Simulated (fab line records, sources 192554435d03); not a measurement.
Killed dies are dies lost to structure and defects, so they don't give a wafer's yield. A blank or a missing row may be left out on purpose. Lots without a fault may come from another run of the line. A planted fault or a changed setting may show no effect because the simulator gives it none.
Split-lot experiment | flow n5_finfet | 7 lots, 21 wafers read, on a route of 1938 steps

THE SPLIT
At N5_GATE_CUT_COAT_34 (time 60 s, resist thk 60 nm), the setting spin_rpm was moved away from the recipe's 1500 rpm on 8 of the 21 wafers read, by -10.4% to +3.4%. The other wafers ran this setting at the recipe's value.

The reading is taken at the split's own step.

THE READING
SOC_of_GATE_CUT_COAT_34.thk_nm (the simulator's own value, which no gauge read), in nm, at N5_GATE_CUT_COAT_34 (time 60 s, resist thk 60 nm). The file gives no usual value for it. The 13 wafers here that ran the recipe average 59.8 nm, standard deviation 0.12 nm.

wafer  | tool, chamber at the split | spin_rpm as run, rpm | against the recipe | SOC_of_GATE_CUT_COAT_34.thk_nm, nm | against lot-mates on the recipe
L079.1 | litho_track-05, 0          | 1500                 | recipe             | 60                                 | -
L079.2 | litho_track-05, 0          | 1500                 | recipe             | 59.8                               | -
L079.5 | litho_track-05, 0          | 1500                 | recipe             | 59.8                               | -
L088.2 | litho_track-04, 0          | 1349                 | -10.1%             | 63.2                               | +3.2
L088.4 | litho_track-04, 0          | 1349                 | -10.1%             | 63.4                               | +3.4
L088.6 | litho_track-04, 0          | 1500                 | recipe             | 60                                 | -
L090.1 | litho_track-04, 0          | 1500                 | recipe             | 60                                 | -
L090.3 | litho_track-04, 0          | 1500                 | recipe             | 60                                 | -
L090.5 | litho_track-04, 0          | 1551                 | +3.4%              | 58.8                               | -1.2
L092.1 | litho_track-05, 0          | 1390                 | -7.3%              | 62                                 | +2.2
L092.3 | litho_track-05, 0          | 1390                 | -7.3%              | 62                                 | +2.2
L092.2 | litho_track-05, 0          | 1500                 | recipe             | 59.8                               | -
L094.1 | litho_track-04, 0          | 1500                 | recipe             | 59.8                               | -
L094.4 | litho_track-04, 0          | 1344                 | -10.4%             | 62.8                               | +3.0
L094.6 | litho_track-04, 0          | 1344                 | -10.4%             | 63                                 | +3.2
L095.1 | litho_track-04, 0          | 1500                 | recipe             | 59.8                               | -
L095.2 | litho_track-04, 0          | 1500                 | recipe             | 59.8                               | -
L095.6 | litho_track-04, 0          | 1500                 | recipe             | 59.6                               | -
L096.1 | litho_track-04, 0          | 1457                 | -2.9%              | 60.6                               | +0.8
L096.3 | litho_track-04, 0          | 1500                 | recipe             | 59.8                               | -
L096.6 | litho_track-04, 0          | 1500                 | recipe             | 59.8                               | -

THE FIT
A straight line over all 21 wafers: SOC_of_GATE_CUT_COAT_34.thk_nm changes by -0.313 nm for each +1% of spin_rpm; r = -0.99; the points scatter about the line by 0.17 nm.
The same after taking each lot's own level away (the mean of its wafers on the recipe; 21 wafers): -0.312 nm for each +1%; r = -1.00; scatter 0.11 nm.
On that fit, the largest move of spin_rpm shifts the reading by 3.2 nm.
The lots' own levels span 59.73 to 60.00 nm, that is 2.3 times the standard deviation above.
So the lot-to-lot level changes the slope little: the two slopes agree.
Check: with one of the wafers moved furthest among these (-10.4%) left out of the fit, the line predicts +3.29 nm for it against its lot-mates. It came out at +3 nm against them.

OTHER SPLITS ON THESE WAFERS
These wafers also went through other splits before the reading. Each is held against what the fit with the lots' levels taken away leaves over:
other split on the same wafers        | wafers away from the commonest value | r with SOC_of_GATE_CUT_COAT_34.thk_nm (lot level and that fit taken away)
N5_FIN_SAQP_PECVD_48 time_s           | 8                                    | -0.01
N5_FIN_SAQP_DEVELOP_15 develop_time_s | 2                                    | +0.08
N5_FIN_CUT_EXPOSE_05 dose_mj          | 7                                    | -0.22
N5_STI_FIN_REVEAL_ETCHBACK_08 time_s  | 8                                    | -0.23
N5_STI_FIN_REVEAL_OXIDATION_31 time_s | 7                                    | -0.09
N5_DUMMY_GATE_ETCH_37 source_w        | 6                                    | -0.50
N5_SDB_COAT_04 spin_rpm               | 4                                    | +0.44
N5_HKMG_FIN_ETCH_58 source_w          | 4                                    | +0.45
N5_HKMG_FIN_ETCH_86 target_depth_a    | 8                                    | -0.45

THE FILE'S OWN FIT
SOC_of_GATE_CUT_COAT_34.thk_nm changes by -0.311 nm for each +1% of spin_rpm, r = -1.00.
